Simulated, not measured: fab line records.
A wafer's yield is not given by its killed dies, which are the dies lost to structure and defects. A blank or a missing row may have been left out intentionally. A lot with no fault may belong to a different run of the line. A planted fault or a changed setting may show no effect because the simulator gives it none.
The tool behind it: which one? / flow nand_harc / Sampling: 12 lots, 36 wafers, 5 of 1302 route steps

## WHAT EACH GAUGE READ, for each wafer
NHARC_END_SORT_01.
lot=L197; measured=day 26 01:19; on=prober-02; killed_at_array=83 75 88; killed_at_other=3 3 4; killed_at_periphery=2 2 6; killed_dies=88 80 98; killed_open=5 3 2; killed_short=3 2 5
lot=L198; measured=day 26 21:53; on=prober-01; killed_at_array=71 74 78; killed_at_other=1 0 0; killed_at_periphery=2 2 2; killed_dies=74 76 80; killed_open=5 6 4; killed_short=1 2 3

## WHICH TOOL RAN EACH LOT (tool, then ch and the chambers of the sampled wafers, then the start)
lot=L192; NHARC_A_CONTACT_DEP_29=pecvd-02 ch 0,2, day 21 04:59; NHARC_A_CONTACT_ETCH_51=rie_diel-07 ch 0,2,3, day 21 07:25; NHARC_A_CONTACT_ETCH_116=har_cap_etch-01 ch 1, day 21 09:23; NHARC_A_CONTACT_ETCH_118=har_cap_etch-01 ch 1, day 21 09:44
lot=L194; NHARC_A_CONTACT_DEP_29=pecvd-02 ch 1,2, day 21 22:47; NHARC_A_CONTACT_ETCH_51=rie_diel-04 ch 0,1, day 22 00:26; NHARC_A_CONTACT_ETCH_116=har_cap_etch-02 ch 0,1, day 22 02:24; NHARC_A_CONTACT_ETCH_118=har_cap_etch-02 ch 0,1, day 22 02:45
lot=L195; NHARC_A_CONTACT_DEP_29=pecvd-01 ch 1,2, day 22 01:25; NHARC_A_CONTACT_ETCH_51=rie_diel-07 ch 0,3, day 22 02:53; NHARC_A_CONTACT_ETCH_116=har_cap_etch-03 ch 0,1, day 22 04:59; NHARC_A_CONTACT_ETCH_118=har_cap_etch-03 ch 0,1, day 22 05:19
lot=L197; NHARC_A_CONTACT_DEP_29=pecvd-01 ch 1,2, day 23 00:19; NHARC_A_CONTACT_ETCH_51=rie_diel-11 ch 1,2, day 23 01:50; NHARC_A_CONTACT_ETCH_116=har_cap_etch-03 ch 0,1, day 23 03:59; NHARC_A_CONTACT_ETCH_118=har_cap_etch-03 ch 0,1, day 23 04:19
lot=L198; NHARC_A_CONTACT_DEP_29=pecvd-02 ch 0,2, day 23 22:08; NHARC_A_CONTACT_ETCH_51=rie_diel-07 ch 0,2, day 23 23:37; NHARC_A_CONTACT_ETCH_116=har_cap_etch-01 ch 0,1, day 24 01:41; NHARC_A_CONTACT_ETCH_118=har_cap_etch-01 ch 0,1, day 24 02:02
lot=L199; NHARC_A_CONTACT_DEP_29=pecvd-01 ch 1,2, day 24 16:09; NHARC_A_CONTACT_ETCH_51=rie_diel-07 ch 1,3, day 24 18:06; NHARC_A_CONTACT_ETCH_116=har_cap_etch-02 ch 0,1, day 24 20:10; NHARC_A_CONTACT_ETCH_118=har_cap_etch-02 ch 0,1, day 24 20:30
lot=L200; NHARC_A_CONTACT_DEP_29=pecvd-01 ch 0,1,2, day 25 14:42; NHARC_A_CONTACT_ETCH_51=rie_diel-07 ch 0,2,3, day 25 16:13; NHARC_A_CONTACT_ETCH_116=har_cap_etch-03 ch 0,1, day 25 18:19; NHARC_A_CONTACT_ETCH_118=har_cap_etch-03 ch 0,1, day 25 18:40
lot=L202; NHARC_A_CONTACT_DEP_29=pecvd-01 ch 0,1,2, day 25 21:13; NHARC_A_CONTACT_ETCH_51=rie_diel-07 ch 0,1,2, day 25 22:44; NHARC_A_CONTACT_ETCH_116=har_cap_etch-01 ch 0,1, day 26 00:50; NHARC_A_CONTACT_ETCH_118=har_cap_etch-01 ch 0,1, day 26 01:10
lot=L205; NHARC_A_CONTACT_DEP_29=pecvd-02 ch 1,2, day 27 04:40; NHARC_A_CONTACT_ETCH_51=rie_diel-07 ch 0,2, day 27 06:18; NHARC_A_CONTACT_ETCH_116=har_cap_etch-03 ch 0,1, day 27 08:19; NHARC_A_CONTACT_ETCH_118=har_cap_etch-03 ch 0,1, day 27 08:39
lot=L210; NHARC_A_CONTACT_DEP_29=pecvd-02 ch 0,1,2, day 28 19:55; NHARC_A_CONTACT_ETCH_51=rie_diel-07 ch 0,2,3, day 28 21:45; NHARC_A_CONTACT_ETCH_116=har_cap_etch-03 ch 0,1, day 28 23:33; NHARC_A_CONTACT_ETCH_118=har_cap_etch-03 ch 0,1, day 28 23:53
lot=L212; NHARC_A_CONTACT_DEP_29=pecvd-02 ch 0,1,2, day 29 03:05; NHARC_A_CONTACT_ETCH_51=rie_diel-07 ch 1,2,3, day 29 04:44; NHARC_A_CONTACT_ETCH_116=har_cap_etch-01 ch 0,1, day 29 07:07; NHARC_A_CONTACT_ETCH_118=har_cap_etch-01 ch 0,1, day 29 07:27
lot=L215; NHARC_A_CONTACT_DEP_29=pecvd-01 ch 0,1,2, day 31 00:57; NHARC_A_CONTACT_ETCH_51=rie_diel-11 ch 1,2, day 31 02:22; NHARC_A_CONTACT_ETCH_116=har_cap_etch-01 ch 0,1, day 31 04:28; NHARC_A_CONTACT_ETCH_118=har_cap_etch-01 ch 0,1, day 31 04:48
- NHARC_A_CONTACT_DEP_29: deposits SiON, target thk 100 nm.
- NHARC_A_CONTACT_ETCH_51: etches the open film in O2/COS, target depth 7000 nm, time 1820 s.
- NHARC_A_CONTACT_ETCH_116: etches the open film in C4F8/O2/Ar, time 190 s, target depth 1850 nm.
- NHARC_A_CONTACT_ETCH_118: etches the open film in C4F8/O2/Ar, time 190 s, target depth 1850 nm.

## AS READ BY THE TOOLS THEMSELVES (means over the sampled wafers that have a number; for cases with no such wafer, the mark the record gives instead)
NHARC_A_CONTACT_DEP_29.
lot=L192; tool=pecvd-02; chamber_pressure_Torr (Torr)=3.498; heater_power_w (W)=689; rf_fwd_power_W (W)=347.9
lot=L194; tool=pecvd-02; chamber_pressure_Torr (Torr)=3.498; heater_power_w (W)=568; rf_fwd_power_W (W)=348.0
lot=L195; tool=pecvd-01; chamber_pressure_Torr (Torr)=3.499; heater_power_w (W)=890; rf_fwd_power_W (W)=347.3
lot=L197; tool=pecvd-01; chamber_pressure_Torr (Torr)=3.497; heater_power_w (W)=793; rf_fwd_power_W (W)=348.9
lot=L198; tool=pecvd-02; chamber_pressure_Torr (Torr)=3.499; heater_power_w (W)=666; rf_fwd_power_W (W)=347.7
lot=L199; tool=pecvd-01; chamber_pressure_Torr (Torr)=3.497; heater_power_w (W)=762; rf_fwd_power_W (W)=348.2
lot=L200; tool=pecvd-01; chamber_pressure_Torr (Torr)=3.499; heater_power_w (W)=911; rf_fwd_power_W (W)=348.0
lot=L202; tool=pecvd-01; chamber_pressure_Torr (Torr)=3.493; heater_power_w (W)=811; rf_fwd_power_W (W)=348.5
lot=L205; tool=pecvd-02; chamber_pressure_Torr (Torr)=3.500; heater_power_w (W)=628; rf_fwd_power_W (W)=347.5
lot=L210; tool=pecvd-02; chamber_pressure_Torr (Torr)=3.498; heater_power_w (W)=658; rf_fwd_power_W (W)=349.4
lot=L212; tool=pecvd-02; chamber_pressure_Torr (Torr)=3.500; heater_power_w (W)=657; rf_fwd_power_W (W)=348.6
lot=L215; tool=pecvd-01; chamber_pressure_Torr (Torr)=3.502; heater_power_w (W)=892; rf_fwd_power_W (W)=347.7

NHARC_A_CONTACT_ETCH_51.
lot=L192; tool=rie_diel-07; drypump_motor_current_A (A)=6.2; o2_flow_sccm (sccm)=399.0; oes_product_au (a.u.)=1.001; rf_fwd_power_W (W)=500.4; rf_vpp_V (V)=316.3; showerhead_plenum_p_Torr (Torr)=3.27; throttle_valve_pct (%)=28.341
lot=L194; tool=rie_diel-04; drypump_motor_current_A (A)=5.3; o2_flow_sccm (sccm)=399.8; oes_product_au (a.u.)=1.004; rf_fwd_power_W (W)=498.5; rf_vpp_V (V)=313.7; showerhead_plenum_p_Torr (Torr)=3.07; throttle_valve_pct (%)=28.326
lot=L195; tool=rie_diel-07; drypump_motor_current_A (A)=6.2; o2_flow_sccm (sccm)=400.5; oes_product_au (a.u.)=1.013; rf_fwd_power_W (W)=500.4; rf_vpp_V (V)=315.2; showerhead_plenum_p_Torr (Torr)=3.22; throttle_valve_pct (%)=28.325
lot=L197; tool=rie_diel-11; drypump_motor_current_A (A)=5.6; o2_flow_sccm (sccm)=399.6; oes_product_au (a.u.)=0.996; rf_fwd_power_W (W)=500.3; rf_vpp_V (V)=312.0; showerhead_plenum_p_Torr (Torr)=3.00; throttle_valve_pct (%)=28.332
lot=L198; tool=rie_diel-07; drypump_motor_current_A (A)=6.2; o2_flow_sccm (sccm)=400.7; oes_product_au (a.u.)=1.004; rf_fwd_power_W (W)=498.8; rf_vpp_V (V)=316.5; showerhead_plenum_p_Torr (Torr)=3.28; throttle_valve_pct (%)=28.331
lot=L199; tool=rie_diel-07; drypump_motor_current_A (A)=6.1; o2_flow_sccm (sccm)=399.4; oes_product_au (a.u.)=0.999; rf_fwd_power_W (W)=498.9; rf_vpp_V (V)=315.9; showerhead_plenum_p_Torr (Torr)=3.22; throttle_valve_pct (%)=28.327
lot=L200; tool=rie_diel-07; drypump_motor_current_A (A)=6.1; o2_flow_sccm (sccm)=399.9; oes_product_au (a.u.)=1.008; rf_fwd_power_W (W)=500.3; rf_vpp_V (V)=315.9; showerhead_plenum_p_Torr (Torr)=3.26; throttle_valve_pct (%)=28.330
lot=L202; tool=rie_diel-07; drypump_motor_current_A (A)=6.0; o2_flow_sccm (sccm)=399.5; oes_product_au (a.u.)=1.000; rf_fwd_power_W (W)=499.8; rf_vpp_V (V)=315.7; showerhead_plenum_p_Torr (Torr)=3.28; throttle_valve_pct (%)=28.343
lot=L205; tool=rie_diel-07; drypump_motor_current_A (A)=6.1; o2_flow_sccm (sccm)=399.7; oes_product_au (a.u.)=1.005; rf_fwd_power_W (W)=499.7; rf_vpp_V (V)=317.0; showerhead_plenum_p_Torr (Torr)=3.31; throttle_valve_pct (%)=28.334
lot=L210; tool=rie_diel-07; drypump_motor_current_A (A)=6.2; o2_flow_sccm (sccm)=320.7; oes_product_au (a.u.)=0.994; rf_fwd_power_W (W)=500.1; rf_vpp_V (V)=316.0; showerhead_plenum_p_Torr (Torr)=2.83; throttle_valve_pct (%)=25.248
lot=L212; tool=rie_diel-07; drypump_motor_current_A (A)=6.1; o2_flow_sccm (sccm)=318.9; oes_product_au (a.u.)=1.005; rf_fwd_power_W (W)=499.7; rf_vpp_V (V)=316.8; showerhead_plenum_p_Torr (Torr)=2.83; throttle_valve_pct (%)=25.245
lot=L215; tool=rie_diel-11; drypump_motor_current_A (A)=5.6; o2_flow_sccm (sccm)=400.8; oes_product_au (a.u.)=0.991; rf_fwd_power_W (W)=501.1; rf_vpp_V (V)=317.0; showerhead_plenum_p_Torr (Torr)=3.29; throttle_valve_pct (%)=28.329

## THE ANSWER, worked out from the rows above alone
Rule: the lots themselves supply what counts as usual. Put in order of their means at a reading, lots are off if they are a third of the lots or fewer, leave a main group of 4 or more, and stand apart from it by a gap of 3 or more times the standard deviation of the main group's means; of several such gaps the widest counts. A main group whose means are all the same, to the digits that the tables above print for the reading, isn't used. A lot without any number at a reading at which 4 lots or more have one is off too. Where the step has rows for the other lots, those lots are counted as sound. After the gauges, taken in route order, come the tools' own readings; for these a lot's mean is taken, as printed above. At the first step where some lot is off, the reading lying furthest off is the one used; lots without a number count as furthest.
Off: L210, L212, at NHARC_A_CONTACT_ETCH_51 (throttle_valve_pct). Main group: mean 28.332 %, sd 0.0057.
If a tool, at that step or one of the process steps before it, ran each lot that is off and ran no sound lot following the first of them, it fits. 2 tools fit, pecvd-02 at NHARC_A_CONTACT_DEP_29 and rie_diel-07 at NHARC_A_CONTACT_ETCH_51, so this cannot tell which one it is.

## WHAT WAS PUT IN BY THE SIMULATOR
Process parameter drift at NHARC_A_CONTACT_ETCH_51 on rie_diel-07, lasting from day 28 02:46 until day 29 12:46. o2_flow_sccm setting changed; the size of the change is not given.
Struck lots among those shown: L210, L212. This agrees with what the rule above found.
